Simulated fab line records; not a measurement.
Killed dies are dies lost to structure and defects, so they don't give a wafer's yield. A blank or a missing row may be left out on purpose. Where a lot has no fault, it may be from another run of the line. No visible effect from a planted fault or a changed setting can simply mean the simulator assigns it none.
Problem report in the 8D (eight disciplines) form, filled by code	flow n5-finfet	the parts of the form that need people (team, actions taken, sign-off) are left out

1. WHAT WENT WRONG
Wafers without a fault read 58.5 s, standard deviation 0.96; etch-rf-on-time-s at N5_BEOL_M0_CUTY_ETCH_62 reads a mean of 40.0 s on 3 wafers belonging to 3 lots. That is -19 standard deviations from the usual mean.
The step: etches SiARC in CF4, time 58.5 s.
First observed at day 8 03:19: wafer L844.6, on rie-diel-03. The record has a number at this step for 25 wafers belonging to 9 lots. Rule for "out" (also "out of limits"): further than 4 standard deviations from the usual mean. The other wafers with a number count as sound.

2. WHAT THIS IS AND IS NOT
question	is	is not
which readings at this step	etch-rf-on-time-s	bias-w, drypump-motor-current-A, oes-product-au, rf-vpp-V, showerhead-plenum-p-Torr, throttle-valve-pct
which lots	L844, L845, L846	L840, L853, L854, L856, L857, L858
which wafers of those lots	L844.6, L845.2, L846.2	L844.4, L844.5, L845.4, L846.3
read on which tools	rie-diel-03	rie-diel-06
when	from day 8 03:19	up to then (5 sound wafers); but 17 sound wafers of L845, L846, L853, L854, L856, L857, L858 came after

3. WHAT RULES OUT EACH SUSPECT
Counting: any tool at a process step up to the reading remains a suspect provided it ran every lot that is out. Sound lots after the first of them don't rule it out here, since some wafers of a struck lot are sound.
- rie-diel-03 at N5_BEOL_M0_CUTY_ETCH_62 (etches SiARC in CF4, time 58.5 s): kept. Every lot that is out went through it, the first being L844 (day 8 03:19); the last sound lot it ran before that was L840 (day 7 01:52). On those wafers its own readings are out: etch-rf-on-time-s.
Remaining after the count: rie-diel-03 at N5_BEOL_M0_CUTY_ETCH_62.

4. THE CAUSE (what the simulator had put in)
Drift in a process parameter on rie-diel-03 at N5_BEOL_M0_CUTY_ETCH_62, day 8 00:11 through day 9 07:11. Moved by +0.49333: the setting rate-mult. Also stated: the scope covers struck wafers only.
After counting, this tool was the only one left.

5. SEQUENCE OF EFFECTS, ordered by route
One row per reading whose mean, taken over the struck wafers that have a number, lies over 3 standard deviations from the usual. Scope: only readings with a usual standard deviation given in the record; hours: median across lots of the time from each lot's start at the first step in this table that gives one to its start at this step; sigmas: change in usual standard deviations.
hours	step	reading	usual	on struck wafers	change	sigmas
0	N5_BEOL_M0_CUTY_ETCH_62	etch-rf-on-time-s	58.5 s	40.0	-18.5	-19
Here are the process steps it includes:
- N5_BEOL_M0_CUTY_ETCH_62: etches SiARC in CF4, time 58.5 s.
Later measuring or inspecting steps at which every struck wafer that the step has a row for has a number for every such reading, and none has moved that far: N5_BEOL_M0_OCD_MEAS_108, N5_BEOL_M4_RC_MEAS_101.

6. WHAT WOULD HAVE CAUGHT IT SOONER
The fault began at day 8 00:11; the first out-of-limits reading in this record came at day 8 03:19, 3 hours later.
